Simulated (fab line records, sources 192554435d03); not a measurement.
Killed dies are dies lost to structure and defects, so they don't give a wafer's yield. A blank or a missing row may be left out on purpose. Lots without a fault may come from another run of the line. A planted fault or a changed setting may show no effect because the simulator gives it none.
fab line records | flow n5_finfet | part 2 of 2: steps 18 to 27 of 27
record lots=5 wafers=15 last_day=15
route steps=1938 shown BEOL_M9@1437
lots that met no fault: from a run of the same line without faults
start_h: hours from the record's first day to the start of the lot's first wafer shown | wait_h: hours since the lot's step before | " the same as in the row above | L1.1+2: a row that stands for several wafers | - no value, or no start given | * or withheld: withheld | < > ~ a bound
route shown NAME@n: a module of which the file shows steps, and the number in the route of the first | usual: mean/standard deviation of fault-free wafers | same: alike in all rows | chamber/n: place in a boat | sites: the reading at each site | _std_site: their standard deviation | _edge_site: outer sites' mean less inner sites' | radius_mm: how far each site lies from the wafer's centre | mask NAME#n: copy n | behind: the tool/chamber that last shaped the wafer | hold: why the lot was held/for how many hours/how that ended | device: the transistor (n, p or np) that didn't switch | end of line: the same wafers' tests at the end of the route | a step without rows: its recipe alone | killed: dies lost to structure and defects at the first sort, not the wafer's yield | map: a wafer's dies, x killed, . not, _ none there
set.NAME: the setting as run; set.NAME@STEP: as run at that earlier step | model.NAME: the simulator's own value behind a step, which no gauge read
lots at some steps of the route; a table a step, a row a wafer
services: from which hour (start_h, from the record's first day; less than 0 if before it) a tool's chamber was out of use, for how many hours, and why
## steps
# step N5_BEOL_M9_CD_MEAS_35
# recipe target_cd_nm=70 target_cd_y_nm=40 polarity=opening
# usual cd_nm=69.7/0.69
# columns lot.wafer tool chamber start_h wait_h cd_nm
L076.1 cd_sem-03 - 250.06 0.0 70.5
L076.2 " - " " 70.3
L076.5 " - " " 70.4
L075.1 cd_sem-01 - 250.34 0.0 69.8
L075.3 " - " " 69.8
L075.5 " - " " 69.4
L081.1 cd_sem-02 - 276.69 0.0 70.2
L081.2 " - " " 69.9
L081.4 " - " " 68.8
L080.3 cd_sem-03 - 281.39 0.0 70.3
L080.5 " - " " 68.9
L080.6 " - " " 70.0
L085.1 cd_sem-02 - 308.11 0.0 69.4
L085.3 " - " " 70.8
L085.6 " - " " 69.2
# step N5_BEOL_M9_CURE_72
# recipe temp_c=370 time_s=120 ambient=DMADMS/He material=SiCOH_lowk
# usual lamp_power_pct=52.31/0.057 wafer_temp_C_max=371.6/0.67
# columns lot.wafer tool chamber start_h wait_h lamp_power_pct wafer_temp_C_max
L076.1 uv_cure-01 2 250.43 0.4 52.17 371.2
L076.2 " 2 " " 52.36 370.9
L076.5 " 2 " " 52.35 370.8
L075.1 uv_cure-03 1 250.47 0.1 52.34 372.4
L075.3 " 1 " " 52.30 372.4
L075.5 " 1 " " 52.35 371.7
L081.1 uv_cure-03 2 276.73 0.0 52.38 371.0
L081.2 " 2 " " 52.21 370.9
L081.4 " 2 " " 52.29 371.0
L080.3 uv_cure-01 1 281.53 0.1 52.29 372.0
L080.5 " 1 " " 52.32 372.9
L080.6 " 1 " " 52.35 371.9
L085.1 uv_cure-03 2 308.37 0.3 52.29 370.7
L085.3 " 2 " " 52.35 370.5
L085.6 " 2 " " 52.32 370.4
# step N5_BEOL_M9_DEGAS_44
# recipe ambient=vacuum temp_c=250 time_s=60
# usual heater_power_w=349/25
# columns lot.wafer tool chamber start_h wait_h heater_power_w
L076.1 pvd_sputter-01 - 250.84 0.4 389
L076.2 " - " " 326
L076.5 " - " " 329
L075.1 pvd_sputter-03 - 251.21 0.6 295
L075.3 " - " " 374
L075.5 " - " " 349
L081.1 pvd_sputter-02 - 277.39 0.6 341
L081.2 " - " " 367
L081.4 " - " " 318
L080.3 pvd_sputter-02 - 281.86 0.3 325
L080.5 " - " " 350
L080.6 " - " " 371
L085.1 pvd_sputter-03 - 309.55 1.1 347
L085.3 " - " " 353
L085.6 " - " " 347
# step N5_BEOL_M9_PRE_CLEAN_45
# recipe gas=H2/He time_s=30 temp_c=250
# usual heater_power_w=349/26
# columns lot.wafer tool chamber start_h wait_h heater_power_w
L076.1 pvd_sputter-01 - 250.88 0.0 374
L076.2 " - " " 323
L076.5 " - " " 320
L075.1 pvd_sputter-03 - 251.25 0.0 288
L075.3 " - " " 381
L075.5 " - " " 355
L081.1 pvd_sputter-02 - 277.43 0.0 357
L081.2 " - " " 371
L081.4 " - " " 319
L080.3 pvd_sputter-02 - 281.90 0.0 317
L080.5 " - " " 349
L080.6 " - " " 364
L085.1 pvd_sputter-03 - 309.59 0.0 352
L085.3 " - " " 338
L085.6 " - " " 351
# step N5_BEOL_M9_ALD_74
# recipe material=TaN target_thk_a=20 temp_c=275 ald_precursor_family=PDMAT ald_co_reactant=NH3 pressure_torr=3 carrier_flow_sccm=1500 pulse_time_s=2 purge_time_s=3 co_reactant_purge_time_s=2 co_reactant_pulse_time_s=3 ald_cycles=40 precursor_vessel_temp_c=75 precursor_vessel_pressure_torr=26.25 precursor_vessel_carrier_sccm=1000
# usual heater_power_w=425/45 precursor_vessel_pressure_torr=26.26/0.056
# columns lot.wafer tool chamber start_h wait_h heater_power_w precursor_vessel_pressure_torr
L076.1 ald_metal-03 0 251.00 0.1 497 26.33
L076.2 " 1 " " 375 26.19
L076.5 " 3 " " 444 26.26
L075.1 ald_metal-04 2 251.31 0.0 442 26.25
L075.3 " 3 " " 419 26.21
L075.5 " 0 " " 472 26.30
L081.1 ald_metal-01 0 277.49 0.0 511 26.19
L081.2 " 2 " " 392 26.31
L081.4 " 1 " " 397 26.22
L080.3 ald_metal-01 2 281.96 0.0 386 26.25
L080.5 " 1 " " 406 26.32
L080.6 " 0 " " 515 26.09
L085.1 ald_metal-03 1 309.88 0.3 399 26.31
L085.3 " 0 " " 484 26.22
L085.6 " 2 " " 396 26.21
# step N5_BEOL_M9_SURFACE_TREAT_79
# recipe gas=Ar time_s=* ion_energy_ev=* ion_current_ma_cm2=0.5 pressure_mtorr=* ar_flow_sccm=30
# usual throttle_valve_pct=*
# columns lot.wafer tool chamber start_h wait_h throttle_valve_pct
L076.1 pvd_sputter-03 - 251.29 0.2 *
L076.2 " - " " *
L076.5 " - " " *
L075.1 pvd_sputter-01 - 251.60 0.2 *
L075.3 " - " " *
L075.5 " - " " *
L081.1 pvd_sputter-03 - 277.85 0.2 *
L081.2 " - " " *
L081.4 " - " " *
L080.3 pvd_sputter-01 - 282.31 0.2 *
L080.5 " - " " *
L080.6 " - " " *
L085.1 pvd_sputter-02 - 310.29 0.3 *
L085.3 " - " " *
L085.6 " - " " *
# step N5_BEOL_M9_CVD_78
# recipe material=Co target_thk_a=20 temp_c=withheld precursor=CCTBA/H2 pressure_torr=30 time_s=138.9
# columns lot.wafer tool chamber start_h wait_h
L076.1+2+5 cvd_co-01 2,0,2 251.35 0.0
L075.1+3+5 cvd_co-01 1,0,1 251.82 0.2
L081.1+2+4 cvd_co-01 0,2,1 277.95 0.1
L080.3+5+6 cvd_co-01 2,1,2 282.38 0.1
L085.1+3+6 cvd_co-02 1,2,2 310.58 0.3
# step N5_BEOL_M9_SPUTTER_48
# recipe material=Cu target_thk_a=120 temp_c=-20 bias_v=60 power_w=26000 chamber_pressure_pa=0.13 time_s=2
# usual chuck_gas_flow_sccm=1.27/0.054 throttle_valve_pct=30.2/1.1
# columns lot.wafer tool chamber start_h wait_h chuck_gas_flow_sccm throttle_valve_pct
L076.1 pvd_sputter-01 - 251.52 0.1 1.22 31.1
L076.2 " - " " 1.27 31.1
L076.5 " - " " 1.35 32.3
L075.1 pvd_sputter-01 - 251.94 0.1 1.24 28.7
L075.3 " - " " 1.27 32.3
L075.5 " - " " 1.21 31.0
L081.1 pvd_sputter-01 - 278.15 0.2 1.23 31.1
L081.2 " - " " 1.15 30.6
L081.4 " - " " 1.33 32.1
L080.3 pvd_sputter-03 - 283.16 0.7 1.17 29.6
L080.5 " - " " 1.22 30.9
L080.6 " - " " 1.26 28.5
L085.1 pvd_sputter-02 - 310.87 0.2 1.25 30.0
L085.3 " - " " 1.26 29.5
L085.6 " - " " 1.27 29.5
# step N5_BEOL_M9_ECD_50
# recipe material=Cu target_thk_a=3180
# columns lot.wafer tool chamber start_h wait_h
L076.1+2+5 ecd_cu-02 1,0,1 251.63 0.1
L075.1+3+5 ecd_cu-01 0 252.05 0.1
L081.1+2+4 ecd_cu-02 0,1,1 278.27 0.1
L080.3+5+6 ecd_cu-02 0,1,0 283.31 0.1
L085.1+3+6 ecd_cu-01 0 310.99 0.1
# step N5_BEOL_M9_ANNEAL_51
# recipe temp_c=225 time_s=90 ambient=N2
# usual wafer_temp_C_max=226.1/0.32
# columns lot.wafer tool chamber start_h wait_h wafer_temp_C_max
L076.1 rtp_anneal-02 0 251.83 0.2 226.0
L076.2 " 0 " " 225.7
L076.5 " 0 " " 225.5
L075.1 rtp_anneal-01 0 252.16 0.1 226.0
L075.3 " 0 " " 225.8
L075.5 " 0 " " 226.3
L081.1 rtp_anneal-02 0 278.38 0.1 226.3
L081.2 " 0 " " 226.2
L081.4 " 0 " " 226.0
L080.3 rtp_anneal-02 0 283.48 0.1 225.7
L080.5 " 0 " " 225.7
L080.6 " 0 " " 225.9
L085.1 rtp_anneal-01 0 311.10 0.1 226.3
L085.3 " 0 " " 225.9
L085.6 " 0 " " 226.3
## services
# columns tool chamber start_h hours kind
rie_diel-06 - 227.86 0.3 repair
cvd_co-02 - 230.68 70.6 repair
rie_diel-02 3 237.17 2.9 repair
cvd_co-01 2 256.57 4.6 repair
ecd_cu-02 - 261.71 2.3 repair
rie_diel-06 3 274.05 - clean
rie_diel-06 3 274.05 - consumable_replace:focus_ring
rie_diel-06 3 274.05 - consumable_replace:showerhead
rie_diel-06 3 274.05 15.7 scheduled_down
rie_diel-06 3 274.05 15.7 vent_cycle
rie_diel-01 3 276.59 - clean
rie_diel-01 3 276.59 - consumable_replace:focus_ring
rie_diel-01 3 276.59 16.8 scheduled_down
rie_diel-01 3 276.59 16.8 vent_cycle
wet_bench-03 - 282.90 3.0 repair
cvd_co-01 0 284.64 13.4 repair
cvd_co-01 - 301.24 28.1 pm
rie_diel-01 1 305.06 - clean
rie_diel-01 1 305.06 - consumable_replace:focus_ring
rie_diel-01 1 305.06 19.5 scheduled_down
rie_diel-01 1 305.06 19.5 vent_cycle
